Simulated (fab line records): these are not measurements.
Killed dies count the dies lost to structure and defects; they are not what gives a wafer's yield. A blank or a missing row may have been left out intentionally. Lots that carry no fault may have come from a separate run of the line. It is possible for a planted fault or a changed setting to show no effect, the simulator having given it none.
2 desks looking at one fault / flow nand harc / each desk holds nothing but its own numbers, with what lay behind them at the end

== DESK OF THE TOOL OWNER: pecvd-03 ==
The tool's own readings at NHARC_P_M0_DEP_00 (deposits SiOC, target thk 150 nm): means of the sampled wafers that have a number, for each lot that ran on this tool. If a lot's mean is further than 4 standard deviations from the usual mean, the lot is out of limits and carries the mark OUT (the distance appears in the brackets).
Columns: A = rf fwd power W at NHARC_P_M0_DEP_00, usual 598.5 W
lot=L634; first seen here=day 6 14:21; A=599.4
lot=L635; first seen here=day 6 15:08; A=598.1
lot=L642; first seen here=day 9 15:01; A=536.8 (-36) OUT
lot=L644; first seen here=day 9 19:58; A=566.8 (-19) OUT
lot=L651; first seen here=day 12 23:35; A=598.6
lot=L652; first seen here=day 13 12:01; A=599.5
lot=L656; first seen here=day 15 02:31; A=600.2
This desk's finding: out of limits on L642, L644; first on L642, day 9 15:01 (rf fwd power W at NHARC_P_M0_DEP_00). L634, L635, L651, L652, L656 stayed within limits.

== THE DEFECT DESK ==
Per lot, the means of the sampled wafers with a number show what the inspections along the route counted. If a lot's mean is further than 4 standard deviations from the usual mean, the lot is out of limits and carries the mark OUT (the distance appears in the brackets).
Columns: A = raw defect count at NHARC_P_CONTACT_INSPECT_14, usual 4.0
lot=L634; first seen here=day 6 11:02; A=6.0
lot=L635; first seen here=day 6 11:42; A=4.7
lot=L638; first seen here=day 7 13:16; A=3.7
lot=L642; first seen here=day 9 11:43; A=2.3
lot=L644; first seen here=day 9 16:46; A=3.3
lot=L651; first seen here=day 12 20:24; A=6.3
lot=L652; first seen here=day 13 08:41; A=4.3
lot=L653; first seen here=day 13 14:39; A=1.3
lot=L655; first seen here=day 14 17:55; A=4.0
lot=L656; first seen here=day 14 23:12; A=3.0
lot=L657; first seen here=day 15 07:35; A=3.7
This desk's finding: nothing out of limits on any of the 11 lots.

== TAKEN TOGETHER ==
On L642, L644, at day 9 15:01, an alarm was possible from the tool owner's desk.
Nothing the defect desk looked at was out of limits.
The defect desk has L642, L644 on record, within its limits.
On pecvd-03, each named lot ran NHARC_P_M0_DEP_00.

== WHAT HAD BEEN PUT IN BY THE SIMULATOR ==
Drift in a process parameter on pecvd-03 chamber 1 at NHARC_P_M0_DEP_00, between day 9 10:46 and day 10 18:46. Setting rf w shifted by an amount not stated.
Shown lots that were struck: L642, L644.
Time in hours from fault onset to the first out-of-limits reading at each desk: the tool owner's desk, 4.
